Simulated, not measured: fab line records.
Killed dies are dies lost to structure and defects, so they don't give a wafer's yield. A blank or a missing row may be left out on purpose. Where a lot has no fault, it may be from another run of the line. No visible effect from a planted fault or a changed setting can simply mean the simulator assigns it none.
Split-lot experiment -- flow n5Finfet -- 39 wafers read from 7 lots, route of 1938 steps

ON THE SPLIT
At N5_SD_ACTIVATION_LSA_01 (time 0.0008 s), the setting tempC was moved away from the recipe's 1080 C on 9 of the 39 wafers read, by -1.4% to +1.6%. This setting was run at the recipe's value on the other wafers.

There is no step in the file separating the split from the reading.

THE READING
RS_SD_N, in ohm/sq, at N5_SD_ACTIVATION_RS_MEAS_03 (measures by four-point-probe). Fault-free wafers of this fab line usually give 21.93 ohm/sq, standard deviation 0.28 ohm/sq.

wafer,"tool, chamber at the split","tempC as run, C",against the recipe,"RS_SD_N, ohm/sq",against lot-mates on the recipe
L074.1,"laserAnneal-01, 0",1080,recipe,21.61,-
L074.2,"laserAnneal-01, 0",1080,recipe,21.49,-
L074.3,"laserAnneal-01, 0",1080,recipe,21.80,-
L081.1,"laserAnneal-01, 0",1080,recipe,21.93,-
L081.2,"laserAnneal-01, 0",1080,recipe,22.02,-
L081.3,"laserAnneal-01, 0",1080,recipe,21.85,-
L081.4,"laserAnneal-01, 0",1080,recipe,21.93,-
L081.5,"laserAnneal-01, 0",1080,recipe,22.12,-
L081.6,"laserAnneal-01, 0",1080,recipe,21.75,-
L084.1,"laserAnneal-02, 0",1080,recipe,21.70,-
L084.2,"laserAnneal-02, 0",1069,-1.0%,22.93,+1.17
L084.3,"laserAnneal-02, 0",1080,recipe,21.81,-
L084.4,"laserAnneal-02, 0",1080,recipe,21.77,-
L084.5,"laserAnneal-02, 0",1069,-1.0%,23.03,+1.27
L084.6,"laserAnneal-02, 0",1069,-1.0%,23.09,+1.33
L089.1,"laserAnneal-01, 0",1080,recipe,21.80,-
L089.2,"laserAnneal-01, 0",1080,recipe,21.41,-
L089.3,"laserAnneal-01, 0",1080,recipe,21.71,-
L089.4,"laserAnneal-01, 0",1080,recipe,21.74,-
L089.5,"laserAnneal-01, 0",1080,recipe,21.86,-
L089.6,"laserAnneal-01, 0",1080,recipe,21.85,-
L092.1,"laserAnneal-02, 0",1097,+1.6%,19.95,-1.71
L092.2,"laserAnneal-02, 0",1080,recipe,21.83,-
L092.3,"laserAnneal-02, 0",1097,+1.6%,19.98,-1.68
L092.4,"laserAnneal-02, 0",1097,+1.6%,19.84,-1.82
L092.5,"laserAnneal-02, 0",1080,recipe,21.42,-
L092.6,"laserAnneal-02, 0",1080,recipe,21.74,-
L093.1,"laserAnneal-01, 0",1065,-1.4%,23.35,+1.59
L093.2,"laserAnneal-01, 0",1080,recipe,21.73,-
L093.3,"laserAnneal-01, 0",1065,-1.4%,23.49,+1.73
L093.4,"laserAnneal-01, 0",1065,-1.4%,23.44,+1.68
L093.5,"laserAnneal-01, 0",1080,recipe,21.74,-
L093.6,"laserAnneal-01, 0",1080,recipe,21.82,-
L095.1,"laserAnneal-01, 0",1080,recipe,22.06,-
L095.2,"laserAnneal-01, 0",1080,recipe,21.81,-
L095.3,"laserAnneal-01, 0",1080,recipe,22.05,-
L095.4,"laserAnneal-01, 0",1080,recipe,22.11,-
L095.5,"laserAnneal-01, 0",1080,recipe,22.08,-
L095.6,"laserAnneal-01, 0",1080,recipe,21.90,-

FIT RESULTS
A straight line over all 39 wafers: RS_SD_N changes by -1.18 ohm/sq for each +1% of tempC; r = -0.98; the points scatter about the line by 0.16 ohm/sq.
The same after taking each lot's own level away (the mean of its wafers on the recipe; 39 wafers): -1.16 ohm/sq for each +1%; r = -0.99; scatter 0.12 ohm/sq.
On that fit, the largest move of tempC shifts the reading by 1.8 ohm/sq.
The lots' own levels span 21.633 to 22.002 ohm/sq, that is 1.3 times the standard deviation above.
Hence the lot-to-lot level has little effect on the slope; both slopes agree.
Check: -1.83 ohm/sq against its lot-mates is what the line predicts for one of the wafers moved furthest among these (+1.6%) when that wafer is left out of the fit. It came out at -1.71 ohm/sq against them.
Tool readings at the split's step, against how far the setting was moved: wafer_temp_C_max r = +0.99.

THE WHOLE CHAIN: every reading that the file lists as answering this split, in the file's order
step,what it does,reading,change (the file's fit),r (the file's)
N5_SD_ACTIVATION_LSA_01,time 0.0008 s,wafer_temp_C_max,withheld for each +1% of the setting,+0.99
N5_SD_ACTIVATION_RS_MEAS_03,measures by four-point-probe,RS_SD_N,-1.16 for each +1% of the setting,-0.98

THE FILE'S OWN FIT
RS_SD_N changes by -1.16 ohm/sq for each +1% of tempC, r = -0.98.
